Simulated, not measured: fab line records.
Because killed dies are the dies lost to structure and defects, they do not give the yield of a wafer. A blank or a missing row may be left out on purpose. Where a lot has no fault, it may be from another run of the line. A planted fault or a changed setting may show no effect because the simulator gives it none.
Chamber matching || flow n5_finfet || thermal_cvd_si-02 running N5_HKMG_FIN_CVD_62: 3 sister chambers
The step deposits a-Si from Si2H6, target thk 3 nm, time 20.8 s. 3 wafers are shown with their chamber, then 11 later ones without.

== WAFERS PAIRED WITH THEIR CHAMBERS ==
{"wafer": "L085.5", "chamber": 0, "heater_power_w (W)": 1314}
{"wafer": "L087.4", "chamber": 2, "heater_power_w (W)": 1301}
{"wafer": "L089.4", "chamber": 1, "heater_power_w (W)": 1540}

== WAFERS WITHOUT THEIR CHAMBER ==
{"wafer": "L089.5", "heater_power_w (W)": 1297}
{"wafer": "L089.6", "heater_power_w (W)": 1270}
{"wafer": "L091.1", "heater_power_w (W)": 1262}
{"wafer": "L091.2", "heater_power_w (W)": 1294}
{"wafer": "L091.5", "heater_power_w (W)": 1257}
{"wafer": "L093.1", "heater_power_w (W)": 1316}
{"wafer": "L093.2", "heater_power_w (W)": 1548}
{"wafer": "L093.3", "heater_power_w (W)": 1270}
{"wafer": "L097.1", "heater_power_w (W)": 1288}
{"wafer": "L097.3", "heater_power_w (W)": 1555}
{"wafer": "L097.6", "heater_power_w (W)": 1309}

== THE CHAMBER EACH PASSED THROUGH ==
{"wafer": "L089.5", "from the rows above": "can't be placed: 2 or 0", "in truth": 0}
{"wafer": "L089.6", "from the rows above": "can't be placed: 2 or 0", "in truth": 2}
{"wafer": "L091.1", "from the rows above": "can't be placed: 2 or 0", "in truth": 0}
{"wafer": "L091.2", "from the rows above": "can't be placed: 2 or 0", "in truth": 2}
{"wafer": "L091.5", "from the rows above": "can't be placed: 2 or 0", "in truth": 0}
{"wafer": "L093.1", "from the rows above": "can't be placed: 0 or 2", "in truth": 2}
{"wafer": "L093.2", "from the rows above": 1, "in truth": 1}
{"wafer": "L093.3", "from the rows above": "can't be placed: 2 or 0", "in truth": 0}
{"wafer": "L097.1", "from the rows above": "can't be placed: 2 or 0", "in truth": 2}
{"wafer": "L097.3", "from the rows above": 1, "in truth": 1}
{"wafer": "L097.6", "from the rows above": "can't be placed: 0 or 2", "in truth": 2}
Placed correctly: 2 of 11. These rows do not allow placing 9 (true chamber among the candidates in 9). Number placed wrongly: 0.
How it was worked out, from the rows above alone: a wafer's distance from a chamber is the root of the sum, over the readings, of the square of ((its reading less the chamber's mean) divided by the reading's scatter). If the next closest chamber is less than 2 further off than the closest, the wafer can't be placed; otherwise it belongs to the closest. The mean given for a chamber averages the wafers shown for that chamber. The scatter: root of mean squared gap, hidden wafer to nearest shown wafer, with one shown wafer a chamber.
